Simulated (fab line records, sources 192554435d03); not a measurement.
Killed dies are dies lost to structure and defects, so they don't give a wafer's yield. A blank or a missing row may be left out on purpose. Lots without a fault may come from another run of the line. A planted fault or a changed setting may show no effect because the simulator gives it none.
fab line records | flow n5_finfet
record lots=6 wafers=18 last_day=19
route steps=1938 shown HKMG_FIN@416 BEOL_M4@1111 PASSIVATION@1936
lots that met no fault: from a run of the same line without faults
start_h: hours from the record's first day to the start of the lot's first wafer shown | wait_h: hours since the lot's step before | " the same as in the row above | L1.1+2: a row that stands for several wafers | - no value, or no start given | * or withheld: withheld | < > ~ a bound
route shown NAME@n: a module of which the file shows steps, and the number in the route of the first | usual: mean/standard deviation of fault-free wafers | same: alike in all rows | chamber/n: place in a boat | sites: the reading at each site | _std_site: their standard deviation | _edge_site: outer sites' mean less inner sites' | radius_mm: how far each site lies from the wafer's centre | mask NAME#n: copy n | behind: the tool/chamber that last shaped the wafer | hold: why the lot was held/for how many hours/how that ended | device: the transistor (n, p or np) that didn't switch | end of line: the same wafers' tests at the end of the route | a step without rows: its recipe alone | killed: dies lost to structure and defects at the first sort, not the wafer's yield | map: a wafer's dies, x killed, . not, _ none there
set.NAME: the setting as run; set.NAME@STEP: as run at that earlier step | model.NAME: the simulator's own value behind a step, which no gauge read
lots at some steps of the route; a table a step, a row a wafer
services: from which hour (start_h, from the record's first day; less than 0 if before it) a tool's chamber was out of use, for how many hours, and why
## steps
# step N5_HKMG_FIN_WET_ETCH_65
# recipe chemistry=TMAH temp_c=70 conc_wt_pct=5 target=a-Si stop_on=TiN time_s=49 target_depth_nm=3
# step N5_HKMG_FIN_WET_ETCH_81
# recipe chemistry=SC1 target=TiN stop_on=HfO2 mix=1:1:5 temp_c=60 time_s=57 target_depth_nm=6
# step N5_HKMG_FIN_WET_ETCH_82
# recipe chemistry=dHCl mix=1:10000 temp_c=25 target=La2O3 stop_on=HfO2 target_depth_nm=2 dry=ipa_marangoni rinse_time_s=30 rinse_temp_c=23
# step N5_HKMG_FIN_ALD_36
# recipe material=TiN target_thk_a=10 temp_c=400 ald_precursor_family=TiCl4 ald_co_reactant=NH3 pulse_time_s=1 purge_time_s=3 co_reactant_purge_time_s=2 co_reactant_pulse_time_s=2 ald_cycles=47 pressure_torr=3
# usual heater_power_w=901/150 precursor_pulse_height_rel=1.001/0.019
# columns lot.wafer tool chamber start_h wait_h heater_power_w precursor_pulse_height_rel
L812.1 ald_metal-03 1 91.26 0.0 1092 0.992
L812.3 " 0 " " 952 1.012
L812.5 " 1 " " 1080 1.020
L819.1 ald_metal-01 2 131.78 0.0 912 0.996
L819.3 " 1 " " 763 1.010
L819.5 " 3 " " 734 0.971
L824.1 ald_metal-03 0 164.69 0.0 924 1.009
L824.5 " 1 " " 1067 1.020
L824.6 " 0 " " 943 1.000
L828.1 ald_metal-02 3 188.76 0.0 673 1.015
L828.3 " 0 " " 810 0.987
L828.5 " 3 " " 661 0.959
L829.1 ald_metal-03 3 194.73 0.0 821 0.963
L829.3 " 2 " " 1051 1.000
L829.4 " 0 " " 955 1.009
L831.2 ald_metal-01 2 209.61 0.0 908 1.018
L831.5 " 1 " " 759 0.981
L831.6 " 2 " " 886 1.032
# step N5_HKMG_FIN_THK_MEAS_70
# recipe thk_meas_gauge=xrf reads=HfO2_of_HKMG_FIN_HK_ALD_01
# usual HK_THK=1.571/0.017
# columns lot.wafer tool chamber start_h wait_h HK_THK[nm]
L812.1 film_metro-02 - 91.54 0.2 1.566
L812.3 " - " " 1.568
L812.5 " - " " 1.588
L819.1 film_metro-02 - 132.06 0.2 1.582
L819.3 " - " " 1.559
L819.5 " - " " 1.547
L824.1 film_metro-02 - 164.97 0.2 1.559
L824.5 " - " " 1.560
L824.6 " - " " 1.587
L828.1 film_metro-02 - 189.04 0.2 1.546
L828.3 " - " " 1.573
L828.5 " - " " 1.583
L829.1 film_metro-02 - 195.01 0.2 1.570
L829.3 " - " " 1.578
L829.4 " - " " 1.540
L831.2 film_metro-01 - 209.89 0.2 1.576
L831.5 " - " " 1.577
L831.6 " - " " 1.587
# step N5_HKMG_FIN_PWFM_ALD_03
# recipe material=TiN target_thk_a=20 temp_c=400 ald_precursor_family=TiCl4 ald_co_reactant=NH3 pulse_time_s=1 purge_time_s=3 co_reactant_purge_time_s=2 co_reactant_pulse_time_s=2 ald_cycles=91 pressure_torr=3
# usual heater_power_w=922/180 precursor_pulse_height_rel=1.003/0.02
# columns lot.wafer tool chamber start_h wait_h heater_power_w precursor_pulse_height_rel
L812.1 ald_metal-01 1 91.58 0.0 771 1.022
L812.3 " 2 " " 888 0.995
L812.5 " 0 " " 923 1.013
L819.1 ald_metal-02 2 132.10 0.0 1289 1.004
L819.3 " 1 " " 845 0.975
L819.5 " 2 " " 1313 0.999
L824.1 ald_metal-01 3 165.00 0.0 705 1.018
L824.5 " 3 " " 739 1.032
L824.6 " 0 " " 923 1.001
L828.1 ald_metal-03 3 189.08 0.0 842 0.959
L828.3 " 0 " " 945 0.990
L828.5 " 0 " " 949 1.026
L829.1 ald_metal-02 2 195.05 0.0 1307 1.031
L829.3 " 1 " " 847 0.973
L829.4 " 2 " " 1320 1.025
L831.2 ald_metal-01 1 209.93 0.0 762 1.029
L831.5 " 3 " " 719 1.005
L831.6 " 0 " " 902 0.987
# step N5_HKMG_FIN_COAT_29
# recipe resist=SOC temp_c=250 time_s=60 spin_rpm=1500 resist_thk_nm=300
# step N5_HKMG_FIN_COAT_30
# recipe resist=SiARC temp_c=220 time_s=60 spin_rpm=1500 resist_thk_nm=35
# step N5_HKMG_FIN_COAT_06
# recipe resist=CAR-ArF spin_rpm=1500 resist_thk_nm=90
# step N5_HKMG_FIN_EBR_08
# recipe solvent=PGMEA ebr_width_mm=1.5
# step N5_HKMG_FIN_SOFTBAKE_07
# recipe temp_c=110 time_s=60 resist=CAR-ArF
# step N5_HKMG_FIN_EXPOSE_09
# recipe mask_id=NWFM na=1.35 source_shape=conventional sigma_outer=0.8 polarization=unpolarized dose_mj=39.25
# step N5_HKMG_FIN_PEB_10
# recipe peb_temp_c=withheld peb_time_s=60 resist=CAR-ArF
# columns lot.wafer tool chamber start_h wait_h
L812.1+3+5 litho_track-05 0 92.24 0.1
L819.1+3+5 litho_track-05 0 132.75 0.1
L824.1+5+6 litho_track-05 0 165.77 0.1
L828.1+3+5 litho_track-02 0 189.85 0.1
L829.1+3+4 litho_track-02 0 195.82 0.1
L831.2+5+6 litho_track-02 0 210.57 0.0
# step N5_HKMG_FIN_DEVELOP_11
# recipe develop_time_s=30 developer=TMAH resist=CAR-ArF dev_temp_c=23 rinse_liquid=diw dry=air_spin
# step N5_HKMG_FIN_CD_MEAS_12
# recipe target_cd_nm=92.8 landing_energy_ev=500 detector=se_inlens
# usual cd_nm=92.7/0.5
# columns lot.wafer tool chamber start_h wait_h cd_nm
L812.1 cd_sem-02 0 92.30 - 93.1
L812.3 " 0 " " 92.9
L812.5 " 0 " " 92.6
L819.1 cd_sem-02 0 132.82 - 88.7
L819.3 " 0 " " 87.8
L819.5 " 0 " " 92.3
L824.1 cd_sem-03 0 165.84 - 89.6
L824.5 " 0 " " 92.1
L824.6 " 0 " " 92.2
L828.1 cd_sem-02 0 189.92 - 92.8
L828.3 " 0 " " 92.4
L828.5 " 0 " " 92.8
L829.1 cd_sem-02 0 195.89 - 92.6
L829.3 " 0 " " 92.6
L829.4 " 0 " " 92.6
L831.2 cd_sem-02 0 210.64 - 92.7
L831.5 " 0 " " 92.5
L831.6 " 0 " " 92.5
# step N5_HKMG_FIN_OVL_MEAS_13
# recipe points_per_wafer=44
# usual NWFM_OVL=0.0/0.72
# columns lot.wafer tool chamber start_h wait_h NWFM_OVL[nm]
L812.1 overlay-01 0 92.33 0.0 1.0
L812.3 " 0 " " -0.7
L812.5 " 0 " " -0.3
L819.1 overlay-01 0 132.85 0.0 -0.8
L819.3 " 0 " " 0.3
L819.5 " 0 " " -0.9
L824.1 overlay-02 0 165.87 0.0 -0.4
L824.5 " 0 " " 0.2
L824.6 " 0 " " -0.7
L828.1 overlay-02 0 189.95 0.0 0.7
L828.3 " 0 " " -0.3
L828.5 " 0 " " -0.6
L829.1 overlay-02 0 195.92 0.0 0.1
L829.3 " 0 " " 0.0
L829.4 " 0 " " 0.7
L831.2 overlay-02 0 210.67 0.0 0.0
L831.5 " 0 " " 0.0
L831.6 " 0 " " -0.9
# step N5_BEOL_M4_RC_MEAS_101
# usual DIBL_N=36.4/1.4 DIBL_P=36.4/1.5 IOFF_N=0.156/0.022 IOFF_P=0.210/0.023 ION_N=675/9.1 ION_P=463/5.7 SS_N=71.6/0.45 SS_P=73.3/0.56 VT_N=250/3.1 VT_P=-250.3/2.3
# columns lot.wafer tool chamber start_h wait_h DIBL_N[mV/V] DIBL_P[mV/V] IOFF_N[nA/um] IOFF_P[nA/um] ION_N[uA/um] ION_P[uA/um] SS_N[mV/dec] SS_P[mV/dec] VT_N[mV] VT_P[mV]
L812.1 prober-01 0 204.19 0.0 37.2 37.6 0.194 0.225 688 466 72.1 74.0 247 -251.5
L812.3 " 0 " " 36.7 36.4 0.174 0.203 679 461 70.8 74.3 250 -254.5
L812.5 " 0 " " 35.7 34.7 0.153 0.184 674 454 71.7 73.2 248 -252.9
L819.1 prober-02 0 256.94 0.0 38.4 38.2 0.176 0.193 674 451 72.1 74.2 249 -253.9
L819.3 " 0 " " 37.3 38.2 0.160 0.187 674 458 72.0 73.6 249 -254.2
L819.5 " 0 " " 37.7 37.1 0.151 0.172 664 449 72.8 73.3 252 -255.6
L824.1 prober-01 0 280.13 0.0 36.7 35.5 0.161 0.218 686 464 71.5 72.3 249 -247.8
L824.5 " 0 " " 37.9 36.2 0.184 0.224 684 465 71.9 72.6 247 -251.5
L824.6 " 0 " " 37.6 36.7 0.178 0.236 695 468 71.3 73.4 246 -247.0
L828.1 prober-02 0 310.96 0.0 34.6 35.7 0.124 0.189 660 465 71.1 72.1 249 -249.2
L828.3 " 0 " " 34.8 36.3 0.135 0.187 667 463 71.1 72.6 253 -251.5
L828.5 " 0 " " 34.5 35.2 0.127 0.180 671 460 71.5 72.2 252 -251.7
L829.1 prober-02 0 315.33 0.0 33.9 33.7 0.121 0.188 673 464 70.9 73.8 250 -250.0
L829.3 " 0 " " 36.1 36.5 0.162 0.218 678 469 72.2 73.7 252 -247.1
L829.4 " 0 " " 34.8 34.6 0.134 0.194 666 462 70.8 72.9 252 -249.0
L831.2 prober-02 0 327.85 0.2 36.4 37.5 0.167 0.238 683 474 72.1 73.0 249 -248.2
L831.5 " 0 " " 36.3 37.1 0.158 0.233 688 475 71.7 72.9 250 -246.6
L831.6 " 0 " " 37.8 37.9 0.193 0.260 685 473 71.9 73.3 245 -248.3
# step N5_PASSIVATION_PROBE_49
# usual defect_limited_yield=91.5/1.3 killed_at_M0_to_M3=33/10 killed_at_M4_up=13/4 killed_at_contacts=12/6.3 killed_at_front_end=39/11 killed_at_other=3.4/2.6 killed_dies=100/15 killed_on_rim=13/4 killed_open=65/11 killed_short=34/7.8 sort_bin_5_function=5.0/0.89 sort_bin_6_memory=3.2/0.58 sort_n_pass=1080/15 sort_yield_pct=91.5/1.3
# same gross_dies=1180 killed_at_back_side=0 sort_bin_4_leakage[%]=0 sort_bin_8_speed[%]=0
# columns lot.wafer tool chamber start_h wait_h defect_limited_yield[%] killed_at_M0_to_M3 killed_at_M4_up killed_at_contacts killed_at_front_end killed_at_other killed_dies killed_on_rim killed_open killed_short sort_bin_5_function[%] sort_bin_6_memory[%] sort_n_pass sort_yield_pct[%]
L812.1 prober-01 - 312.83 0.0 93.9 19 11 7 32 3 72 12 43 28 3.4 2.5 1108 93.9
L812.3 prober-01 - 312.93 0.1 91.8 32 21 8 33 3 97 14 52 36 5.0 2.4 1083 91.8
L812.5 prober-01 - 313.03 0.2 92.6 14 17 12 39 5 87 8 58 24 4.3 2.5 1093 92.6
L819.1 prober-01 - 369.37 0.0 89.8 56 18 8 37 1 120 14 79 39 6.0 3.7 1060 89.8
L819.3 prober-01 - 369.47 0.1 92.2 48 7 15 21 1 92 11 57 29 4.2 3.1 1088 92.2
L819.5 prober-01 - 369.57 0.2 91.0 56 13 6 29 2 106 11 70 33 5.5 3.2 1074 91.0
L829.1 prober-01 - 418.76 0.0 91.7 36 23 6 30 3 98 12 57 39 4.4 3.7 1082 91.7
L829.3 prober-01 - 418.86 0.1 89.7 33 18 1 69 0 121 19 68 48 5.7 4.2 1059 89.7
L829.4 prober-01 - 418.91 0.2 91.2 22 24 12 46 0 104 17 71 33 4.6 3.7 1076 91.2
L831.2 prober-02 - 452.44 0.1 91.4 43 15 11 32 1 102 20 73 26 5.6 2.8 1078 91.4
L831.5 prober-02 - 452.59 0.2 89.9 47 18 8 43 3 119 15 81 37 5.3 4.4 1061 89.9
L831.6 prober-02 - 452.64 0.3 90.4 52 16 10 33 2 113 16 79 33 5.4 3.9 1067 90.4
# killed by level:class
L812.1 GATE_CUT:geometric_particle:short=8 BEOL_M2:geometric_particle:open=6 BEOL_M4:geometric_particle:open=6 STI_FIN_REVEAL:geometric_particle:open=5 MOL_CONTACT_COAG:geometric_particle:open=5 DUMMY_GATE:geometric_particle:open=4 FIN_SAQP:geometric_particle:short=3 FIN_SAQP:geometric_particle:open=3
L812.3 BEOL_M1:geometric_particle:open=10 FIN_SAQP:geometric_particle:short=9 MOL_CONTACT_COAG:geometric_particle:open=7 BEOL_M0_SAQP:geometric_particle:short=7 BEOL_M4:geometric_particle:open=7 BEOL_M5:geometric_particle:open=6 BEOL_M2:geometric_particle:open=5 SDB:coat_microbubble_printed=5
L812.5 BEOL_M4:geometric_particle:open=12 FIN_SAQP:geometric_particle:open=10 MOL_CONTACT_COAG:geometric_particle:open=10 FIN_SAQP:geometric_particle:short=6 BEOL_M1:geometric_particle:open=5 STARTING-WAFER:geometric_particle:open=5 HKMG_FIN:area_etch=4 STI_FIN_REVEAL:geometric_particle:open=3
L819.1 BEOL_M0_SAQP:geometric_particle:short=17 BEOL_M0_SAQP:geometric_particle:open=12 FIN_SAQP:geometric_particle:open=10 BEOL_M2:geometric_particle:open=8 BEOL_M4:geometric_particle:open=8 FIN_SAQP:geometric_particle:short=7 MOL_CONTACT_COAG:geometric_particle:open=7 STI_FIN_REVEAL:geometric_particle:open=7
L819.3 BEOL_M0_SAQP:geometric_particle:short=13 MOL_CONTACT_COAG:geometric_particle:open=12 BEOL_M0_SAQP:geometric_particle:open=10 BEOL_M3:geometric_particle:open=10 STI_FIN_REVEAL:geometric_particle:open=7 BEOL_M2:geometric_particle:open=6 FIN_SAQP:geometric_particle:short=5 BEOL_M1:geometric_particle:open=4
L819.5 BEOL_M0_SAQP:geometric_particle:open=20 BEOL_M0_SAQP:geometric_particle:short=14 FIN_SAQP:geometric_particle:short=9 BEOL_M3:geometric_particle:open=7 FIN_SAQP:geometric_particle:open=6 MOL_CONTACT_COAG:geometric_particle:open=6 BEOL_M2:geometric_particle:open=6 BEOL_M4:geometric_particle:open=4
L829.1 BEOL_M4:geometric_particle:open=13 BEOL_M0_SAQP:geometric_particle:short=9 BEOL_M2:geometric_particle:open=9 FIN_SAQP:geometric_particle:open=7 DUMMY_GATE:geometric_particle:open=7 BEOL_M1:geometric_particle:open=6 FIN_SAQP:geometric_particle:short=4 BEOL_M4:geometric_particle:short=4
L829.3 FIN_SAQP:geometric_particle:open=20 BEOL_M0_SAQP:geometric_particle:short=13 BEOL_M4:geometric_particle:open=10 GATE_CUT:geometric_particle:short=10 FIN_SAQP:geometric_particle:short=7 ILD0:geometric_particle:open=6 BEOL_M2:geometric_particle:open=6 ILD0:geometric_particle:short=5
L829.4 FIN_SAQP:geometric_particle:open=18 BEOL_M4:geometric_particle:open=15 MOL_CONTACT_COAG:geometric_particle:open=12 GATE_CUT:geometric_particle:short=8 FIN_SAQP:geometric_particle:short=7 DUMMY_GATE:geometric_particle:open=4 BEOL_M2:geometric_particle:open=4 BEOL_M4:geometric_particle:short=4
L831.2 BEOL_M2:geometric_particle:open=11 BEOL_M4:geometric_particle:open=11 MOL_CONTACT_COAG:geometric_particle:open=10 BEOL_M0_SAQP:geometric_particle:open=9 BEOL_M0_SAQP:geometric_particle:short=8 FIN_SAQP:geometric_particle:open=7 BEOL_M1:geometric_particle:open=7 FIN_SAQP:geometric_particle:short=5
L831.5 STI_FIN_REVEAL:geometric_particle:open=18 FIN_SAQP:geometric_particle:open=11 BEOL_M0_SAQP:geometric_particle:short=10 BEOL_M1:geometric_particle:open=9 MOL_CONTACT_COAG:geometric_particle:open=7 BEOL_M0_SAQP:geometric_particle:open=7 BEOL_M0:geometric_particle:open=7 BEOL_M2:geometric_particle:open=5
L831.6 BEOL_M0_SAQP:geometric_particle:open=14 BEOL_M0_SAQP:geometric_particle:short=13 BEOL_M2:geometric_particle:open=12 MOL_CONTACT_COAG:geometric_particle:open=9 BEOL_M4:geometric_particle:open=8 FIN_SAQP:geometric_particle:open=6 STI_FIN_REVEAL:geometric_particle:open=5 BEOL_M3:geometric_particle:open=5
## services
# columns tool chamber start_h hours kind
ald_metal-02 1 76.37 13.5 repair
ald_metal-02 - 80.70 0.9 repair
ald_metal-01 3 95.73 23.2 repair
ald_metal-03 - 100.69 1.1 repair
ald_metal-01 - 112.48 8.7 pm
ald_metal-03 - 118.22 8.7 pm
ald_metal-01 - 148.22 1.2 pm
ald_metal-01 2 151.27 28.5 repair
ald_metal-02 2 155.50 3.8 repair
litho_track-05 - 181.18 - consumable_replace:filter
ald_metal-02 0 189.12 17.4 repair
## key
first_sign step=N5_HKMG_FIN_CD_MEAS_12 reading=cd_nm direction=down sigmas=8 usual=92.7 struck=88.7
effect none on later readings
met_at N5_HKMG_FIN_PEB_10
struck_wafers L819.1,L819.3,L824.1
onset_between 92.24 132.75
fault kind=process_parameter_drift tool=litho_track-05 chamber=- onset_h=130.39 steps=N5_HKMG_FIN_PEB_10 channel=peb_time_s offset=* shape=step end_h=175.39 scope=struck_wafers_only acts_in=* stated=*
